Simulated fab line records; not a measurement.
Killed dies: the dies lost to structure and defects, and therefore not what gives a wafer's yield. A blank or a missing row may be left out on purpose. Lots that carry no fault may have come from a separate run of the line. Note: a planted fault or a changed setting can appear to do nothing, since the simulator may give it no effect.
8D (eight disciplines) problem report, filled in by code :: flow n5 finfet :: the parts of the form that need people (team, actions taken, sign-off) are left out

1. PROBLEM STATEMENT
run length s at N5_BEOL_M2_COAT_61 reads a mean of 77.68 s on 2 wafers of 2 lots; wafers without a fault read 66.21 s with a standard deviation of 0.23. Relative to the usual mean, that is a shift of +50 standard deviations.
The step: time 60 s, resist thk 60 nm.
The first sign was on wafer L330.2 at day 11 01:20, on litho track-02. At this step, 30 wafers from 11 lots have a number in the record. The rule behind "out" and "out of limits": a value lying over 4 standard deviations away from the usual mean. Any other wafer with a number is counted as sound.

2. WHAT IT IS AND WHAT IT IS NOT
question: which readings at this step
is: run length s
is not: -

question: which lots
is: L330, L332
is not: L314, L316, L318, L320, L321, L325, L334, L335, L336

question: which wafers of those lots
is: L330.2, L332.2
is not: L330.1, L330.3, L332.1

question: read on which tools
is: litho track-02
is not: litho track-01, litho track-03

question: when
is: from day 11 01:20
is not: up to then (18 sound wafers); but 10 sound wafers of L332, L334, L335, L336 came after

3. THE SUSPECTS, EACH WITH WHAT RULES IT OUT
Counting: any tool at a process step up to the reading remains a suspect provided it ran every lot that is out. Sound lots after the first of them don't rule it out here, since some wafers of a struck lot are sound.
- pvd sputter-03 at N5_BEOL_M1_SPUTTER_81 (material Cu, target thk 4.5 nm, time 8.29 s): kept. Ran every lot that is out, first one L330 (day 10 20:32); last sound lot up to then L318 (day 7 07:59).
- pvd sputter-03 at N5_BEOL_M1_SPUTTER_88 (material Cu, target thk 4.5 nm, time 8.29 s): kept. Ran every lot that is out, first one L330 (day 10 20:59); last sound lot up to then L318 (day 7 08:26).
- litho track-02 at N5_BEOL_M2_COAT_61 (time 60 s, resist thk 60 nm): kept. Ran every lot that is out, first one L330 (day 11 01:20); last sound lot up to then L321 (day 8 18:07). Out on those wafers are its own readings of run length s.
Left after counting: pvd sputter-03 at N5_BEOL_M1_SPUTTER_81, pvd sputter-03 at N5_BEOL_M1_SPUTTER_88, litho track-02 at N5_BEOL_M2_COAT_61.

4. THE CAUSE (what the simulator had put in)
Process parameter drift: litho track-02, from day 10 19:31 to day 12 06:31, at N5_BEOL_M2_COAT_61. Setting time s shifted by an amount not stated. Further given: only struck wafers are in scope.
Counting leaves 3 suspects; this tool is one of them.

5. THE CHAIN OF EFFECTS, in route order
Each row: a reading where the mean over the struck wafers with a number is more than 3 standard deviations away from the usual. Only readings for which the record gives a usual standard deviation are gone through. hours: the time from each lot's start at the first step in this table that gives one to its start at this step, as a median over the lots. sigmas: the change in usual standard deviations.
hours: 0
step: N5_BEOL_M2_COAT_61
reading: run length s
usual: 66.21 s
on struck wafers: 77.68
change: +11.47
sigmas: +50
It contains these process steps:
- N5_BEOL_M2_COAT_61: time 60 s, resist thk 60 nm.
At these later measuring or inspecting steps, every struck wafer for which the step has a row has a number for every such reading, and none has moved that far: N5_BEOL_M4_RC_MEAS_101.

6. HOW IT WOULD HAVE BEEN CAUGHT EARLIER
In this record the first reading out of limits was taken at day 11 01:20, 6 hours after the fault began at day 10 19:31.
